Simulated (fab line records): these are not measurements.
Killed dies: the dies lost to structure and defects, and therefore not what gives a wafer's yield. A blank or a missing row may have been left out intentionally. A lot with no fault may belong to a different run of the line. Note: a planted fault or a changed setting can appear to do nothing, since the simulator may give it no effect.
Problem report, 8D (eight disciplines) form, completed by code | flow nandHarc | the parts of the form that need people (team, actions taken, sign-off) are left out

1. THE PROBLEM
Mean of killedDies at NHARC_END_SORT_01: 541 across 3 wafers in 2 lots; on wafers with no fault it is 58 (standard deviation 20). Measured from the usual mean, that is +24 standard deviations.
Seen first at day 30 19:50 on prober-02, wafer L608.3. The record holds 6 wafers of 2 lots with a number at this step. Rule for "out" (also "out of limits"): further than 4 standard deviations from the usual mean. Any other wafer with a number is counted as sound.

2. WHAT IT IS, WHAT IT ISN'T
question                    | is                        | is not
which readings at this step | killedDies, killedAtArray | killedAtOther, killedOpen, killedShort
which lots                  | L608, L611                | -
which wafers of those lots  | L608.3, L608.6, L611.6    | L608.4, L611.4, L611.5
read on which gauges        | prober-01, prober-02      | -
when                        | from day 30 19:50         | up to then (0 sound wafers); but 3 sound wafers of L608, L611 came after

3. SUSPECTS, AND WHAT RULES EACH OUT
Counting: if a tool at a process step up to the reading ran every lot that is out, it stays a suspect. Sound lots after the first of them don't rule it out here, since some wafers of a struck lot are sound.
- ruled out: the gauge at NHARC_END_SORT_01. The wafers that are out were read on 2 gauges (prober-01, prober-02).
- plasmaAsher-01 at NHARC_A_STAIRCASE_STRIP_171 (strips in O2): kept. It ran every lot that is out, first L608 (day 22 04:28).
- rieDiel-07 at NHARC_A_STAIRCASE_ETCH_13 (etches the open film in C4F8/O2, target depth 100 nm, time 40.5 s): kept. It ran every lot that is out, first L608 (day 22 06:55). NHARC_A_STAIRCASE_ETCH_13 gives no start for some lots, so the hours and the order of its lots are those of NHARC_A_STAIRCASE_ETCH_19.
- rieDiel-07 at NHARC_A_STAIRCASE_ETCH_19 (etches the open film in C4F8/O2, target depth 100 nm, time 40.5 s): kept. It ran every lot that is out, first L608 (day 22 06:55). Its own readings are out on those wafers: oesProductAu.
- rieDiel-07 at NHARC_A_STAIRCASE_TRIM_20 (chemistry O2, time 211.2 s): kept. It ran every lot that is out, first L608 (day 22 07:05).
Left after counting: plasmaAsher-01 at NHARC_A_STAIRCASE_STRIP_171, rieDiel-07 at NHARC_A_STAIRCASE_ETCH_13, rieDiel-07 at NHARC_A_STAIRCASE_ETCH_19, rieDiel-07 at NHARC_A_STAIRCASE_TRIM_20.

4. THE CAUSE (what the simulator had put in)
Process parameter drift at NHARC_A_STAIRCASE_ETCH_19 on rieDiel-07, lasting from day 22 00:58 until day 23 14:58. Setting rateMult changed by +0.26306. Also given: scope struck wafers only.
Counting left 4 suspects, and this tool is among them.

5. THE EFFECT CHAIN, in route order
Rows list readings where the struck wafers' mean (over those with a number) sits beyond 3 standard deviations from the usual. Only readings whose record carries a usual standard deviation are examined. hours: median over the lots of the time between each lot's start at the first step of this table that gives one and its start at this step. sigmas: the change, counted in usual standard deviations.
hours | step                      | reading       | usual      | on struck wafers | change | sigmas
0     | NHARC_A_STAIRCASE_ETCH_19 | oesProductAu  | 0.941 a.u. | 1.102            | +0.161 | +16
214   | NHARC_END_SORT_01         | killedAtArray | 54         | 533              | +479   | +23
214   | NHARC_END_SORT_01         | killedDies    | 58         | 541              | +483   | +24
The process steps in it:
- NHARC_A_STAIRCASE_ETCH_19: etches the open film in C4F8/O2, target depth 100 nm, time 40.5 s.

6. WHAT WOULD HAVE CAUGHT IT SOONER
Counted from the fault's start at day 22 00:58, it took 211 hours until the first out-of-limits reading at a measuring or inspecting step in this record, taken at day 30 19:50.
Tool's own readings at NHARC_A_STAIRCASE_ETCH_19, oesProductAu: out on all struck wafers the step has rows for; an alarm limit on them would have tripped on the first.
By day 30 19:50, every lot that is out (2) had started NHARC_A_STAIRCASE_ETCH_19 on rieDiel-07. Had the tool been put on hold then, not one of them would have been saved.
